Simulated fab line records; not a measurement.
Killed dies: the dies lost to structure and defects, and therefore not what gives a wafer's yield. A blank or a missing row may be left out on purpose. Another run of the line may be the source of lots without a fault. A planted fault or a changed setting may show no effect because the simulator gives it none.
fab line records    flow n5_finfet
record lots=4  wafers=12  last_day=17
route steps=1938 shown BEOL_M0@736 BEOL_M1@751 BEOL_M4@1111
lots with no fault: from the same line, run without faults
start_h: hours from the record's first day to the start of the lot's first wafer shown    wait_h: how many hours have passed since the lot's step before this one    " as in the row above    L1.1+2: several wafers, shown together as one row    - no value present, or no start provided    * or withheld: withheld    < > ~ a bound
route shown NAME@n: a module of which the file shows steps, and the number in the route of the first    usual: mean/standard deviation taken from wafers without a fault    same: alike in all rows    chamber/n: place in a boat    sites: readings site by site    _std_site: the standard deviation of these    _edge_site: outer sites' mean less inner sites'    radius_mm: for every site, how far away it sits from the centre of the wafer    mask NAME#n: copy n    behind: the tool/chamber that last shaped the wafer    hold: reason for holding the lot/hours on hold/outcome of the hold    device: the n, p or np transistor that did not switch    end of line: the tests these same wafers got at the end of their route    step lacking rows: just its recipe    killed: at the first sort, the dies lost to defects and structure; wafer yield is something else    map: dies across one wafer; x = killed, . = not, _ = none there
set.NAME: the run value of the setting; set.NAME@STEP: its run value at that earlier step    model.NAME: the simulator's own value behind a step, which no gauge read
lots seen at some steps along the route; tables by step, rows by wafer
services: a tool's chamber out of use, with start hour (start_h, from the record's first day; less than 0 if before it), hours out, and reason
## steps
# step N5_BEOL_M0_SPUTTER_132
# recipe material=Cu  target_thk_a=40  temp_c=-20  chamber_pressure_pa=0.07  power_w=withheld  time_s=7.37
# step N5_BEOL_M0_ANNEAL_133
# recipe temp_c=400  time_s=60  ambient=vacuum
# step N5_BEOL_M0_SPUTTER_134
# recipe material=Cu  target_thk_a=40  temp_c=-20  chamber_pressure_pa=0.07  power_w=withheld  time_s=7.37
# step N5_BEOL_M0_ANNEAL_135
# recipe temp_c=400  time_s=60  ambient=vacuum
# step N5_BEOL_M0_SPUTTER_141
# recipe material=Cu  target_thk_a=40  temp_c=-20  chamber_pressure_pa=0.07  power_w=withheld  time_s=7.37
# step N5_BEOL_M0_ECD_118
# recipe material=Cu  target_thk_a=3000
# step N5_BEOL_M0_ANNEAL_119
# recipe temp_c=225  time_s=90  ambient=N2
# step N5_BEOL_M0_CMP_120
# recipe stop_on=SiOC  t_overpolish_s=6.9  down_force_psi=1  platen_rpm=50  clearing_platen_down_force_psi=1.5  clearing_platen_rpm=50  post_cmp_clean=cu_alkaline  clearing_platen_pad_velocity_m_s=0.99484  pad_velocity_m_s=0.99484
# step N5_BEOL_M0_PRE_CLEAN_131
# recipe gas=NH3/H2  time_s=15  temp_c=*  rf_power_w=300
# step N5_BEOL_M0_CO_CAP_123
# recipe material=Co  target_thk_a=20  temp_c=200  precursor=CCTBA/H2  pressure_torr=30  time_s=102.1
# step N5_BEOL_M0_PRE_CLEAN_124
# recipe gas=NH3  time_s=15  temp_c=withheld  rf_power_w=300
# step N5_BEOL_M0_DEP_125
# recipe material=SiCN  target_thk_a=80  temp_c=withheld  precursor=3MS/NH3  pressure_torr=3  rf_w=202  time_s=14
# usual showerhead_plenum_p_Torr=3.664/0.014  throttle_valve_pct=9.0/0.48
lot.wafer  tool      chamber  start_h  wait_h  showerhead_plenum_p_Torr  throttle_valve_pct  model.SiCN_of_BEOL_M0_DEP_125.thk_nm
L594.2     pecvd-01  2        129.24   0.0     3.679                     10.4                7.8
L594.3     "         1        "        "       3.673                     9.8                 8
L594.5     "         1        "        "       3.675                     10.3                8.2
L605.3     pecvd-03  1        193.88   0.0     3.676                     9.0                 8.2
L605.5     "         2        "        "       3.664                     8.6                 8.2
L605.6     "         1        "        "       3.680                     8.8                 8
L614.1     pecvd-03  0        253.12   0.0     3.652                     8.9                 8
L614.4     "         2        "        "       3.659                     8.5                 5.8
L614.5     "         1        "        "       3.692                     8.7                 8
L615.2     pecvd-03  0        254.68   0.0     3.667                     9.0                 5.6
L615.3     "         1        "        "       3.688                     8.8                 8
L615.5     "         2        "        "       3.657                     8.4                 8
# step N5_BEOL_M1_ILD_DEP_00
# recipe material=SiOC  target_thk_a=790  temp_c=350  precursor=DEMS/O2  pressure_torr=5  rf_w=500  time_s=15.3
# step N5_BEOL_M1_PECVD_72
# recipe material=SiO2  target_thk_a=160  temp_c=400  precursor=TEOS/O2  pressure_torr=5.5  rf_w=450  teos_flow_sccm=53.8  gas=O2  flow_sccm=3000  time_s=18
# step N5_BEOL_M1_HM_DEP_02
# recipe material=TiN  target_thk_a=200  temp_c=25  chamber_pressure_pa=0.49996
# step N5_BEOL_M1_COAT_61
# recipe resist=SOC  temp_c=250  time_s=60  spin_rpm=1500  resist_thk_nm=60
# step N5_BEOL_M1_COAT_62
# recipe resist=SiARC  temp_c=220  time_s=60  spin_rpm=1500  resist_thk_nm=12
# step N5_BEOL_M1_COAT_73
# recipe resist=underlayer  temp_c=205  time_s=60  spin_rpm=1500  resist_thk_nm=5
# step N5_BEOL_M1_COAT_05
# recipe resist=CAR-EUV  spin_rpm=1500  resist_thk_nm=30
# step N5_BEOL_M1_EBR_07
# recipe solvent=PGMEA  ebr_width_mm=1.5
# step N5_BEOL_M1_SOFTBAKE_06
# recipe temp_c=110  time_s=60  resist=CAR-EUV
# step N5_BEOL_M1_EXPOSE_08
# recipe mask_id=M1  na=0.33  source_shape=dipole  sigma_inner=0.369  sigma_outer=0.767  polarization=unpolarized  dose_mj=33
# step N5_BEOL_M1_PEB_09
# recipe peb_temp_c=100  peb_time_s=60  resist=CAR-EUV
# step N5_BEOL_M1_DEVELOP_10
# recipe develop_time_s=30  developer=TMAH  resist=CAR-EUV  rinse_liquid=surfactant_rinse  dry=air_spin  dev_temp_c=23
# step N5_BEOL_M1_DESCUM_16
# recipe chemistry=O2  time_s=7  source_power_w=50  bias_power_w=20  pressure_mtorr=20  rf_frequency_hz=2.712e+07  temp_c=40  resist=CAR-EUV  o2_flow_sccm=225
# step N5_BEOL_M1_ETCH_74
# recipe chemistry=N2/H2  target=underlayer  target_depth_a=65  mask_material=CAR-EUV  time_s=5.2  ion_energy_ev=200  pressure_mtorr=30  source_w=840  bias_w=150  n2_flow_sccm=200  h2_flow_sccm=200  ends=cleared
# step N5_BEOL_M1_ETCH_63
# recipe chemistry=CF4  target=SiARC  target_depth_a=156  mask_material=CAR-EUV  time_s=26  ion_energy_ev=80  pressure_mtorr=40  source_w=545  bias_w=36  Ar_flow_sccm=100  cf4_flow_sccm=100  ends=cleared
# step N5_BEOL_M1_ETCH_64
# recipe chemistry=N2/H2  target=SOC  target_depth_a=750  overetch_a=150  mask_material=SiARC  temp_c=40  time_s=112.5  ion_energy_ev=200  pressure_mtorr=30  source_w=840  bias_w=150  n2_flow_sccm=200  h2_flow_sccm=200
# step N5_BEOL_M1_STRIP_65
# recipe chemistry=N2/H2  temp_c=40  n2_flow_sccm=200  h2_flow_sccm=200  rf_frequency_hz=6e+07
# step N5_BEOL_M1_STRIP_75
# recipe chemistry=N2/H2  temp_c=40  n2_flow_sccm=200  h2_flow_sccm=200  rf_frequency_hz=6e+07
# step N5_BEOL_M1_STRIP_66
# recipe chemistry=CF4  resist=SiARC  power_w=300  bias_power_w=75  pressure_mtorr=50  cf4_flow_sccm=150  rf_frequency_hz=6e+07
# step N5_BEOL_M1_HM_OPEN_17
# recipe chemistry=Cl2/BCl3  target_depth_a=200  overetch_a=60  target=TiN  mask_material=SOC  ion_energy_ev=150  pressure_mtorr=10  icp_w=1000  bias_w=126  Cl2_flow_sccm=53.25  bcl3_flow_sccm=21.75  Ar_flow_sccm=25
# step N5_BEOL_M1_STRIP_19
# recipe chemistry=O2  power_w=400  temp_c=40  pressure_mtorr=30  rf_frequency_hz=6e+07  bias_power_w=0  overash_fraction=0.2  o2_flow_sccm=225
# step N5_BEOL_M1_COAT_67
# recipe resist=SOC  temp_c=250  time_s=60  spin_rpm=1500  resist_thk_nm=60
# step N5_BEOL_M1_CMP_52
# recipe stop_on=SiOC  t_overpolish_s=6.8  down_force_psi=1  platen_rpm=50  clearing_platen_down_force_psi=1.5  clearing_platen_rpm=50  post_cmp_clean=cu_alkaline  target_thk_nm=40  clearing_platen_pad_velocity_m_s=0.99484  pad_velocity_m_s=0.99484
# usual barrier_field_endpoint_s=24.5/0.6  head_pressure_psi=0.9997/0.0022  motor_current_A=5.9/0.6  overpolish_run_s=6.800/0.0095  time_to_endpoint_s=60/3
lot.wafer  tool    chamber  start_h  wait_h  barrier_field_endpoint_s  head_pressure_psi  motor_current_A  overpolish_run_s  time_to_endpoint_s  model.Cu_of_BEOL_M1_ECD_50.thk_nm
L594.2     cmp-02  3        137.39   0.2     24.3                      0.9992             7.0              6.811             62                  38.4
L594.3     "       2        "        "       24.5                      1.0011             5.1              6.802             62                  41
L594.5     "       0        "        "       24.5                      0.9984             6.3              6.803             62                  40.8
L605.3     cmp-02  2        202.00   0.2     24.2                      1.0011             5.4              6.787             59                  38.8
L605.5     "       2        "        "       25.5                      1.0014             5.1              6.819             61                  39.6
L605.6     "       3        "        "       25.7                      1.0017             6.9              6.807             59                  39
L614.4     cmp-01  1        266.41   0.2     25.0                      1.0009             5.2              6.795             63                  40.4
L614.1     "       2        "        "       25.5                      0.9975             5.4              6.769             66                  42.6
L614.5     "       0        "        "       24.5                      1.0022             6.1              6.804             67                  42.6
L615.2     cmp-02  3        267.43   0.2     23.4                      0.9967             7.0              6.789             58                  37
L615.3     "       2        "        "       24.9                      0.9956             5.4              6.809             62                  38.8
L615.5     "       3        "        "       23.7                      0.9960             6.8              6.795             56                  40.2
# step N5_BEOL_M4_RC_MEAS_101
# usual DIBL_N=35.8/1.5  DIBL_P=35.9/1.8  IOFF_N=0.152/0.025  IOFF_P=0.21/0.031  ION_N=672/11  ION_P=462/7.4  SS_N=71.5/0.52  SS_P=73.2/0.54  VT_N=250/3  VT_P=-250/3.3
lot.wafer  tool       chamber  start_h  wait_h  DIBL_N[mV/V]  DIBL_P[mV/V]  IOFF_N[nA/um]  IOFF_P[nA/um]  ION_N[uA/um]  ION_P[uA/um]  SS_N[mV/dec]  SS_P[mV/dec]  VT_N[mV]  VT_P[mV]
L594.2     prober-01  0        166.33   0.2     37.8          38.7          0.198          0.22           684           461           72.5          73.6          248       -250
L594.3     "          0        "        "       36.6          38.0          0.177          0.22           681           464           72.1          73.4          247       -248
L594.5     "          0        "        "       37.0          37.6          0.164          0.20           660           451           72.4          73.2          250       -249
L605.3     prober-01  0        237.07   0.3     35.1          35.8          0.145          0.19           674           462           71.6          74.0          250       -249
L605.5     "          0        "        "       34.8          35.1          0.134          0.18           676           461           71.4          73.3          252       -253
L605.6     "          0        "        "       36.6          37.9          0.180          0.22           681           470           71.3          74.0          247       -252
L614.1     prober-02  0        300.36   0.0     34.1          34.8          0.141          0.20           655           454           71.6          73.6          250       -249
L614.4     "          0        "        "       35.3          36.5          0.157          0.22           672           467           71.7          73.4          248       -248
L614.5     "          0        "        "       37.5          39.3          0.206          0.28           681           471           71.9          74.0          247       -246
L615.2     prober-01  0        303.50   0.2     34.3          33.5          0.120          0.19           653           455           70.4          72.2          256       -250
L615.3     "          0        "        "       38.3          38.4          0.200          0.28           685           470           71.4          72.8          249       -244
L615.5     "          0        "        "       33.3          32.8          0.114          0.18           656           455           70.2          72.3          252       -251
## services
tool      chamber  start_h  hours  kind
pecvd-03  2        107.09   2.1    scheduled_down
cmp-02    -        124.58   4.0    pm
cmp-02    -        128.58   -      consumable_replace:conditioner
cmp-02    -        128.58   -      consumable_replace:pad
cmp-02    -        156.86   4.1    repair
pecvd-03  -        157.40   0.8    pm
pecvd-03  0        173.66   4.6    scheduled_down
cmp-02    -        173.70   1.1    repair
pecvd-03  -        174.99   5.5    repair
pecvd-01  -        180.37   0.9    repair
pecvd-01  2        190.80   4.7    repair
cmp-01    -        196.87   1.1    repair
pecvd-01  0        207.72   6.4    repair
cmp-01    -        216.71   2.7    repair
pecvd-01  2        220.22   -      clean
pecvd-01  2        220.22   -      consumable_replace:showerhead
pecvd-01  2        220.22   29.0   scheduled_down
pecvd-01  2        220.22   29.0   vent_cycle
cmp-02    -        223.08   0.3    repair
cmp-01    -        228.63   4.0    pm
cmp-01    -        232.63   -      consumable_replace:conditioner
cmp-01    -        249.01   5.0    pm
pecvd-03  0        258.06   5.5    scheduled_down
cmp-01    -        258.07   4.0    repair
## key
first_sign none at tools or gauges
model_effect step=N5_BEOL_M0_DEP_125  value=SiCN_of_BEOL_M0_DEP_125.thk_nm  without=8.1  struck=5.7
model_effect step=N5_BEOL_M1_CMP_52  value=Cu_of_BEOL_M1_ECD_50.thk_nm  without=40.9  struck=38.7
met_at N5_BEOL_M0_DEP_125
struck_wafers L614.4,L615.2
onset_between 193.88 253.12
fault kind=process_parameter_drift  tool=pecvd-03  chamber=-  onset_h=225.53  steps=N5_BEOL_M0_DEP_125  channel=time_s  offset=*  shape=step  end_h=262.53  scope=struck_wafers_only  acts_in=*  stated=*
